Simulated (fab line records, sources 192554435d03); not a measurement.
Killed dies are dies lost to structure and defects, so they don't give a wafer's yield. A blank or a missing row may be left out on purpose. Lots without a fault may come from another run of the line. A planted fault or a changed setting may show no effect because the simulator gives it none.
A struck lot beside a sound one | flow n5_finfet | 19 steps out of a route of 1938
Sound: wafers L975.1, L975.3, L975.4. Struck: wafers L990.4, L990.5, L990.6. The cause comes at the end.
At each step with rows: each side's tool, then ch and its chambers, then its first start. Under that, the readings that differ: sound wafers | struck wafers | difference of the means | sigmas: that difference in standard deviations of wafers without a fault.
alike: readings whose means differ by less than 2 such deviations, and words and numbers that are the same on both sides. not compared: withheld readings, readings that some wafer has no value for, bounds like >300 that may hide the same value, and numbers for which the record gives no deviation and whose values overlap.
The two part at a step that has a row with sigmas, a row that says differs or no value, or rows on one side only. Numbers that don't overlap but have no deviation are shown without sigmas and don't part them. A reading that every wafer of one side lacks parts them only if that side has two wafers or more.

first, 1 step without rows for these wafers: N5_SD_EPI_N_EPI_21 (deposits Si:P, time 690 s).
N5_SD_EPI_N_EPI_MEAS_23:
  sound on film_metro-01, day 3 22:11; struck on film_metro-02, day 7 23:22
  alike: thk_nm
then, 3 steps without rows for these wafers: N5_SD_EPI_N_PRECLEAN_24 (cleans in O3/DIW, time 60 s); N5_SD_EPI_N_SRD_25 (time 30 s); N5_SD_EPI_N_PRECLEAN_49 (cleans in NF3:NH3, afs cycles 1, time 20 s, sublimation time 60 s).
N5_SD_EPI_N_LINER_46: material SiNx, target thk 3 nm.
  sound on ald_sin-04 ch 0,1,3, day 3 22:29; struck on ald_sin-04 ch 2,3, day 7 23:40
  alike: heater_power_w
N5_SD_EPI_N_INSPECT_26: inspects for defects (darkfield).
  sound on defect_inspect-01, day 3 22:45; struck on defect_inspect-01, day 7 23:55
  alike: raw_defect_count
then, 5 steps without rows for these wafers: N5_SD_EPI_P_COAT_34 (time 60 s, resist thk 350 nm); N5_SD_EPI_P_COAT_35 (time 60 s, resist thk 35 nm); N5_SD_EPI_P_COAT_03 (resist thk 150 nm); N5_SD_EPI_P_EBR_05; N5_SD_EPI_P_SOFTBAKE_04 (time 60 s).
N5_SD_EPI_P_EXPOSE_06: exposes mask SD P BLK, target cd 240 nm.
  sound on arfi_scanner-02 ch 0, day 3 22:54; struck on arfi_scanner-02 ch 0, day 8 00:05
  reading                          | sound          | struck         | difference | sigmas
  model.SD_EPI_P.overlay_x_nm (nm) | -0.4 -0.4 -0.4 | 48.8 48.8 48.8 | +49.2      |
  alike: mask
then, 2 steps without rows for these wafers: N5_SD_EPI_P_PEB_07 (peb time 60 s); N5_SD_EPI_P_DEVELOP_08 (develop time 30 s).
N5_SD_EPI_P_CD_MEAS_09: target cd 240 nm.
  sound on cd_sem-03 ch 0, day 3 23:01; struck on cd_sem-01 ch 0, day 8 00:11
  alike: cd_nm
N5_SD_EPI_P_OVL_MEAS_10:
  sound on overlay-01 ch 0, day 3 23:03; struck on overlay-01 ch 0, day 8 00:13
  reading           | sound          | struck         | difference | sigmas
  SD_P_BLK_OVL (nm) | -1.0 -1.3 -0.6 | 53.6 53.0 52.8 | +54.1      | +64
N5_SD_EPI_P_INSPECT_11: inspects for defects (macro).
  sound on defect_inspect-02, day 3 23:04; struck on defect_inspect-01, day 8 00:14
  alike: raw_defect_count
-- the record jumps here: 5 days lie between the struck wafers' starts before and after (it left off in module SD_EPI_P and takes up again in module BEOL_M4, whose first step shown is number 1111 of the route) --
N5_BEOL_M4_RC_MEAS_101:
  sound on prober-02 ch 0, day 8 13:29; struck on prober-02 ch 0, day 12 22:37
  alike: DIBL_N, DIBL_P, IOFF_N, IOFF_P, ION_N, ION_P, SS_N, SS_P, VT_N, VT_P

WHERE THEY PART
Only at N5_SD_EPI_P_OVL_MEAS_10, within this record. Later steps at which nothing parts them and some readings are alike: N5_SD_EPI_P_INSPECT_11, N5_BEOL_M4_RC_MEAS_101.

WHY: what the simulator had put in
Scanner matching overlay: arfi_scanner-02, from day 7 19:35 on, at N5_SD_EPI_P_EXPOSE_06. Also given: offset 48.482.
